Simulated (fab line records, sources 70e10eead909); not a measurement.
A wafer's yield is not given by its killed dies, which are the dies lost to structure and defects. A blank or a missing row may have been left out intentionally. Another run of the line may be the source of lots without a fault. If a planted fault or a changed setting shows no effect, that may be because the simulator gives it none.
Which tool is to blame? || flow nand_harc || 15 lots, 45 wafers sampled, at 4 steps of a route of 1159

## WHAT THE GAUGES SHOWED, per wafer
NHARC_P_M1_OVL_MEAS_10: pitch 260 nm. Usual: overlay_x_nm -0.1 nm, standard deviation 0.84; overlay_y_nm 0.0 nm, standard deviation 0.72.
{"lot": "L755", "measured": "day 6 05:56", "on": "overlay-01", "overlay_x_nm (nm)": "-0.2 -0.7 -0.8", "overlay_y_nm (nm)": "0.3 0.6 0.3", "flag": ""}
{"lot": "L754", "measured": "day 6 15:33", "on": "overlay-01", "overlay_x_nm (nm)": "0.0 0.4 0.0", "overlay_y_nm (nm)": "-0.2 -0.3 -0.5", "flag": ""}
{"lot": "L757", "measured": "day 6 19:09", "on": "overlay-02", "overlay_x_nm (nm)": "-0.7 -0.8 -1.2", "overlay_y_nm (nm)": "0.6 0.3 0.2", "flag": ""}
{"lot": "L758", "measured": "day 7 02:20", "on": "overlay-02", "overlay_x_nm (nm)": "0.3 0.4 -0.1", "overlay_y_nm (nm)": "-0.3 -0.1 0.2", "flag": ""}
{"lot": "L759", "measured": "day 7 10:47", "on": "overlay-02", "overlay_x_nm (nm)": "-0.4 -0.6 -0.2", "overlay_y_nm (nm)": "0.4 -0.1 0.2", "flag": ""}
{"lot": "L760", "measured": "day 7 22:08", "on": "overlay-02", "overlay_x_nm (nm)": "-1.1 -0.6 -1.5", "overlay_y_nm (nm)": "0.6 0.3 0.4", "flag": ""}
{"lot": "L763", "measured": "day 8 10:07", "on": "overlay-02", "overlay_x_nm (nm)": "0.7 1.3 0.7", "overlay_y_nm (nm)": "1.0 -0.3 -0.3", "flag": ""}
{"lot": "L768", "measured": "day 9 05:04", "on": "overlay-02", "overlay_x_nm (nm)": "-1.0 -1.2 -1.0", "overlay_y_nm (nm)": "0.2 0.0 0.1", "flag": ""}
{"lot": "L766", "measured": "day 9 05:37", "on": "overlay-02", "overlay_x_nm (nm)": "-0.3 -0.4 -0.5", "overlay_y_nm (nm)": "-1.0 -0.7 -0.9", "flag": ""}
{"lot": "L770", "measured": "day 10 11:49", "on": "overlay-02", "overlay_x_nm (nm)": "-1.0 -0.7 -1.0", "overlay_y_nm (nm)": "-0.9 -1.1 -1.2", "flag": ""}
{"lot": "L771", "measured": "day 10 14:08", "on": "overlay-02", "overlay_x_nm (nm)": "0.8 0.3 1.2", "overlay_y_nm (nm)": "1.7 2.2 1.3", "flag": ""}
{"lot": "L773", "measured": "day 10 21:11", "on": "overlay-02", "overlay_x_nm (nm)": "-0.3 0.8 0.1", "overlay_y_nm (nm)": "-0.2 -0.1 -0.1", "flag": ""}
{"lot": "L772", "measured": "day 10 21:55", "on": "overlay-01", "overlay_x_nm (nm)": "-0.3 -0.3 0.0", "overlay_y_nm (nm)": "0.6 1.3 1.1", "flag": ""}
{"lot": "L774", "measured": "day 11 05:44", "on": "overlay-01", "overlay_x_nm (nm)": "-0.3 0.0 -0.5", "overlay_y_nm (nm)": "-0.6 -0.7 -0.3", "flag": ""}
{"lot": "L776", "measured": "day 11 11:44", "on": "overlay-02", "overlay_x_nm (nm)": "0.9 1.0 1.1", "overlay_y_nm (nm)": "-1.0 -0.6 -1.4", "flag": ""}

## WHAT TOOL EACH LOT RAN ON (gives the tool, then ch and the chambers of the sampled wafers, and finally the start)
{"lot": "L755", "NHARC_P_M0_PVD_21": "pvd_sputter-02, day 6 04:32 or earlier", "NHARC_P_M0_DEP_32": "pecvd-04 ch 0,1,2, day 6 04:32", "NHARC_P_M1_DEP_00": "pecvd-02 ch 0,2, day 6 05:01"}
{"lot": "L754", "NHARC_P_M0_PVD_21": "pvd_sputter-03, day 6 14:13 or earlier", "NHARC_P_M0_DEP_32": "pecvd-03 ch 1,2, day 6 14:13", "NHARC_P_M1_DEP_00": "pecvd-04 ch 0,1,2, day 6 14:38"}
{"lot": "L757", "NHARC_P_M0_PVD_21": "pvd_sputter-01, day 6 17:49 or earlier", "NHARC_P_M0_DEP_32": "pecvd-02 ch 0,2, day 6 17:49", "NHARC_P_M1_DEP_00": "pecvd-04 ch 0,2, day 6 18:14"}
{"lot": "L758", "NHARC_P_M0_PVD_21": "pvd_sputter-01, day 7 01:07 or earlier", "NHARC_P_M0_DEP_32": "pecvd-04 ch 0,1, day 7 01:07", "NHARC_P_M1_DEP_00": "pecvd-02 ch 0,1, day 7 01:35"}
{"lot": "L759", "NHARC_P_M0_PVD_21": "pvd_sputter-03, day 7 09:35 or earlier", "NHARC_P_M0_DEP_32": "pecvd-03 ch 1,2, day 7 09:35", "NHARC_P_M1_DEP_00": "pecvd-03 ch 1,2, day 7 09:59"}
{"lot": "L760", "NHARC_P_M0_PVD_21": "pvd_sputter-02, day 7 20:49 or earlier", "NHARC_P_M0_DEP_32": "pecvd-03 ch 1,2, day 7 20:49", "NHARC_P_M1_DEP_00": "pecvd-04 ch 0,1,2, day 7 21:13"}
{"lot": "L763", "NHARC_P_M0_PVD_21": "pvd_sputter-01, day 8 08:55 or earlier", "NHARC_P_M0_DEP_32": "pecvd-02 ch 0,1,2, day 8 08:55", "NHARC_P_M1_DEP_00": "pecvd-03 ch 0,2, day 8 09:19"}
{"lot": "L768", "NHARC_P_M0_PVD_21": "pvd_sputter-01, day 9 03:45 or earlier", "NHARC_P_M0_DEP_32": "pecvd-02 ch 0,2, day 9 03:45", "NHARC_P_M1_DEP_00": "pecvd-02 ch 0,1,2, day 9 04:14"}
{"lot": "L766", "NHARC_P_M0_PVD_21": "pvd_sputter-03, day 9 04:17 or earlier", "NHARC_P_M0_DEP_32": "pecvd-03 ch 0,1, day 9 04:17", "NHARC_P_M1_DEP_00": "pecvd-02 ch 1,2, day 9 04:47"}
{"lot": "L770", "NHARC_P_M0_PVD_21": "pvd_sputter-03, day 10 10:37 or earlier", "NHARC_P_M0_DEP_32": "pecvd-02 ch 0,1,2, day 10 10:37", "NHARC_P_M1_DEP_00": "pecvd-02 ch 1,2, day 10 11:03"}
{"lot": "L771", "NHARC_P_M0_PVD_21": "pvd_sputter-02, day 10 12:55 or earlier", "NHARC_P_M0_DEP_32": "pecvd-04 ch 0,1,2, day 10 12:55", "NHARC_P_M1_DEP_00": "pecvd-02 ch 0,1,2, day 10 13:20"}
{"lot": "L773", "NHARC_P_M0_PVD_21": "pvd_sputter-01, day 10 19:55 or earlier", "NHARC_P_M0_DEP_32": "pecvd-04 ch 0,1,2, day 10 19:55", "NHARC_P_M1_DEP_00": "pecvd-04 ch 0,2, day 10 20:19"}
{"lot": "L772", "NHARC_P_M0_PVD_21": "pvd_sputter-03, day 10 20:34 or earlier", "NHARC_P_M0_DEP_32": "pecvd-03 ch 0,1, day 10 20:34", "NHARC_P_M1_DEP_00": "pecvd-04 ch 0,1,2, day 10 21:02"}
{"lot": "L774", "NHARC_P_M0_PVD_21": "pvd_sputter-03, day 11 04:26 or earlier", "NHARC_P_M0_DEP_32": "pecvd-03 ch 1,2, day 11 04:26", "NHARC_P_M1_DEP_00": "pecvd-02 ch 1,2, day 11 04:54"}
{"lot": "L776", "NHARC_P_M0_PVD_21": "pvd_sputter-03, day 11 10:35 or earlier", "NHARC_P_M0_DEP_32": "pecvd-03 ch 1,2, day 11 10:35", "NHARC_P_M1_DEP_00": "pecvd-02 ch 0,1,2, day 11 11:01"}
- NHARC_P_M0_PVD_21: deposits Cu, target thk 30 nm, time 20.49 s.
- NHARC_P_M0_DEP_32: deposits SiCN, target thk 30 nm.
- NHARC_P_M1_DEP_00: deposits SiOC, target thk 182.5 nm.

## WHAT THE TOOLS THEMSELVES READ (means of the sampled wafers that have a number; where no wafer has one, the mark that the record gives instead)
NHARC_P_M0_PVD_21. Usual: cathode_dc_power_W 5000.0 W, standard deviation 0.86; throttle_valve_pct 29.7 %, standard deviation 1.2.
{"lot": "L755", "tool": "pvd_sputter-02", "cathode_dc_power_W (W)": 5000.6, "throttle_valve_pct (%)": 30.4, "flag": ""}
{"lot": "L754", "tool": "pvd_sputter-03", "cathode_dc_power_W (W)": 4999.5, "throttle_valve_pct (%)": 29.4, "flag": ""}
{"lot": "L757", "tool": "pvd_sputter-01", "cathode_dc_power_W (W)": 5000.3, "throttle_valve_pct (%)": 29.5, "flag": ""}
{"lot": "L758", "tool": "pvd_sputter-01", "cathode_dc_power_W (W)": 5000.0, "throttle_valve_pct (%)": 30.3, "flag": ""}
{"lot": "L759", "tool": "pvd_sputter-03", "cathode_dc_power_W (W)": 5001.0, "throttle_valve_pct (%)": 28.6, "flag": ""}
{"lot": "L760", "tool": "pvd_sputter-02", "cathode_dc_power_W (W)": 4999.5, "throttle_valve_pct (%)": 30.3, "flag": ""}
{"lot": "L763", "tool": "pvd_sputter-01", "cathode_dc_power_W (W)": 4999.9, "throttle_valve_pct (%)": 30.4, "flag": ""}
{"lot": "L768", "tool": "pvd_sputter-01", "cathode_dc_power_W (W)": 5000.5, "throttle_valve_pct (%)": 29.2, "flag": ""}
{"lot": "L766", "tool": "pvd_sputter-03", "cathode_dc_power_W (W)": 4999.9, "throttle_valve_pct (%)": 28.8, "flag": ""}
{"lot": "L770", "tool": "pvd_sputter-03", "cathode_dc_power_W (W)": 4999.8, "throttle_valve_pct (%)": 29.8, "flag": ""}
{"lot": "L771", "tool": "pvd_sputter-02", "cathode_dc_power_W (W)": 5000.6, "throttle_valve_pct (%)": 30.0, "flag": ""}
{"lot": "L773", "tool": "pvd_sputter-01", "cathode_dc_power_W (W)": 4999.9, "throttle_valve_pct (%)": 30.4, "flag": ""}
{"lot": "L772", "tool": "pvd_sputter-03", "cathode_dc_power_W (W)": 4999.6, "throttle_valve_pct (%)": 30.2, "flag": ""}
{"lot": "L774", "tool": "pvd_sputter-03", "cathode_dc_power_W (W)": 4999.3, "throttle_valve_pct (%)": 29.0, "flag": ""}
{"lot": "L776", "tool": "pvd_sputter-03", "cathode_dc_power_W (W)": 4999.8, "throttle_valve_pct (%)": 29.9, "flag": ""}

NHARC_P_M0_DEP_32. Usual: chamber_pressure_Torr 3.000 Torr, standard deviation 0.0063; heater_power_outer_w 301 W, standard deviation 45; heater_power_w 527 W, standard deviation 64; susceptor_temp_C 369.99 C, standard deviation 0.2.
{"lot": "L755", "tool": "pecvd-04", "chamber_pressure_Torr (Torr)": 3.001, "heater_power_outer_w (W)": 296, "heater_power_w (W)": 531, "susceptor_temp_C (C)": 369.89, "flag": ""}
{"lot": "L754", "tool": "pecvd-03", "chamber_pressure_Torr (Torr)": 2.999, "heater_power_outer_w (W)": 322, "heater_power_w (W)": 556, "susceptor_temp_C (C)": 370.04, "flag": ""}
{"lot": "L757", "tool": "pecvd-02", "chamber_pressure_Torr (Torr)": 3.003, "heater_power_outer_w (W)": 285, "heater_power_w (W)": 500, "susceptor_temp_C (C)": 370.19, "flag": ""}
{"lot": "L758", "tool": "pecvd-04", "chamber_pressure_Torr (Torr)": 3.003, "heater_power_outer_w (W)": 286, "heater_power_w (W)": 503, "susceptor_temp_C (C)": 369.89, "flag": ""}
{"lot": "L759", "tool": "pecvd-03", "chamber_pressure_Torr (Torr)": 2.999, "heater_power_outer_w (W)": 252, "heater_power_w (W)": 482, "susceptor_temp_C (C)": 369.94, "flag": ""}
{"lot": "L760", "tool": "pecvd-03", "chamber_pressure_Torr (Torr)": 3.002, "heater_power_outer_w (W)": 312, "heater_power_w (W)": 552, "susceptor_temp_C (C)": 370.12, "flag": ""}
{"lot": "L763", "tool": "pecvd-02", "chamber_pressure_Torr (Torr)": 2.998, "heater_power_outer_w (W)": 308, "heater_power_w (W)": 533, "susceptor_temp_C (C)": 369.97, "flag": ""}
{"lot": "L768", "tool": "pecvd-02", "chamber_pressure_Torr (Torr)": 3.000, "heater_power_outer_w (W)": 317, "heater_power_w (W)": 527, "susceptor_temp_C (C)": 369.90, "flag": ""}
{"lot": "L766", "tool": "pecvd-03", "chamber_pressure_Torr (Torr)": 3.000, "heater_power_outer_w (W)": 297, "heater_power_w (W)": 534, "susceptor_temp_C (C)": 369.99, "flag": ""}
{"lot": "L770", "tool": "pecvd-02", "chamber_pressure_Torr (Torr)": 2.998, "heater_power_outer_w (W)": 327, "heater_power_w (W)": 542, "susceptor_temp_C (C)": 369.91, "flag": ""}
{"lot": "L771", "tool": "pecvd-04", "chamber_pressure_Torr (Torr)": 3.003, "heater_power_outer_w (W)": 362, "heater_power_w (W)": 624, "susceptor_temp_C (C)": 370.18, "flag": ""}
{"lot": "L773", "tool": "pecvd-04", "chamber_pressure_Torr (Torr)": 3.001, "heater_power_outer_w (W)": 318, "heater_power_w (W)": 567, "susceptor_temp_C (C)": 369.89, "flag": ""}
{"lot": "L772", "tool": "pecvd-03", "chamber_pressure_Torr (Torr)": 2.998, "heater_power_outer_w (W)": 269, "heater_power_w (W)": 496, "susceptor_temp_C (C)": 370.35, "flag": ""}
{"lot": "L774", "tool": "pecvd-03", "chamber_pressure_Torr (Torr)": 2.997, "heater_power_outer_w (W)": 286, "heater_power_w (W)": 517, "susceptor_temp_C (C)": 370.04, "flag": ""}
{"lot": "L776", "tool": "pecvd-03", "chamber_pressure_Torr (Torr)": 2.994, "heater_power_outer_w (W)": 296, "heater_power_w (W)": 518, "susceptor_temp_C (C)": 370.00, "flag": ""}

NHARC_P_M1_DEP_00. Usual: chamber_pressure_Torr 5.000 Torr, standard deviation 0.011; rf_fwd_power_W 598.8 W, standard deviation 1.9.
{"lot": "L755", "tool": "pecvd-02", "chamber_pressure_Torr (Torr)": 4.997, "rf_fwd_power_W (W)": 599.8, "flag": ""}
{"lot": "L754", "tool": "pecvd-04", "chamber_pressure_Torr (Torr)": 5.015, "rf_fwd_power_W (W)": 600.7, "flag": ""}
{"lot": "L757", "tool": "pecvd-04", "chamber_pressure_Torr (Torr)": 5.009, "rf_fwd_power_W (W)": 598.0, "flag": ""}
{"lot": "L758", "tool": "pecvd-02", "chamber_pressure_Torr (Torr)": 4.987, "rf_fwd_power_W (W)": 598.0, "flag": ""}
{"lot": "L759", "tool": "pecvd-03", "chamber_pressure_Torr (Torr)": 4.994, "rf_fwd_power_W (W)": 596.4, "flag": ""}
{"lot": "L760", "tool": "pecvd-04", "chamber_pressure_Torr (Torr)": 5.001, "rf_fwd_power_W (W)": 599.7, "flag": ""}
{"lot": "L763", "tool": "pecvd-03", "chamber_pressure_Torr (Torr)": "-", "rf_fwd_power_W (W)": "-", "flag": "OFF"}
{"lot": "L768", "tool": "pecvd-02", "chamber_pressure_Torr (Torr)": "-", "rf_fwd_power_W (W)": "-", "flag": "OFF"}
{"lot": "L766", "tool": "pecvd-02", "chamber_pressure_Torr (Torr)": "-", "rf_fwd_power_W (W)": "-", "flag": "OFF"}
{"lot": "L770", "tool": "pecvd-02", "chamber_pressure_Torr (Torr)": 4.999, "rf_fwd_power_W (W)": 599.3, "flag": ""}
{"lot": "L771", "tool": "pecvd-02", "chamber_pressure_Torr (Torr)": 4.995, "rf_fwd_power_W (W)": 596.8, "flag": ""}
{"lot": "L773", "tool": "pecvd-04", "chamber_pressure_Torr (Torr)": 4.993, "rf_fwd_power_W (W)": 598.7, "flag": ""}
{"lot": "L772", "tool": "pecvd-04", "chamber_pressure_Torr (Torr)": 5.006, "rf_fwd_power_W (W)": 599.0, "flag": ""}
{"lot": "L774", "tool": "pecvd-02", "chamber_pressure_Torr (Torr)": 5.015, "rf_fwd_power_W (W)": 598.3, "flag": ""}
{"lot": "L776", "tool": "pecvd-02", "chamber_pressure_Torr (Torr)": 5.006, "rf_fwd_power_W (W)": 598.6, "flag": ""}

## THE ANSWER, worked out from the rows above alone
Rule: take the mean of a lot's wafers that have a number; if it is more than 3 standard deviations from the usual mean, the lot is off. Also off: a lot with no number at a reading for which 4 or more lots have one. Any other lot the step has rows for is counted as sound. The gauges are gone through in route order, then the tools' own readings, and for those a lot's mean is taken as printed above. The first step at which some lot is off is used, and at that step the reading that is off furthest; a lot without a number counts as furthest.
Off: L763, L768, L766 (NHARC_P_M1_DEP_00, chamber_pressure_Torr). Without a number there: L763, L768, L766.
A tool fits if, at that step or a process step before it, it ran every lot that is off, and no sound lot after the first of them. Because NHARC_P_M0_PVD_21 lacks a start for some lots, the hours and order of its lots are taken from NHARC_P_M0_DEP_32. Not one of the candidates tried fits.

## WHAT THE SIMULATOR HAD PUT IN
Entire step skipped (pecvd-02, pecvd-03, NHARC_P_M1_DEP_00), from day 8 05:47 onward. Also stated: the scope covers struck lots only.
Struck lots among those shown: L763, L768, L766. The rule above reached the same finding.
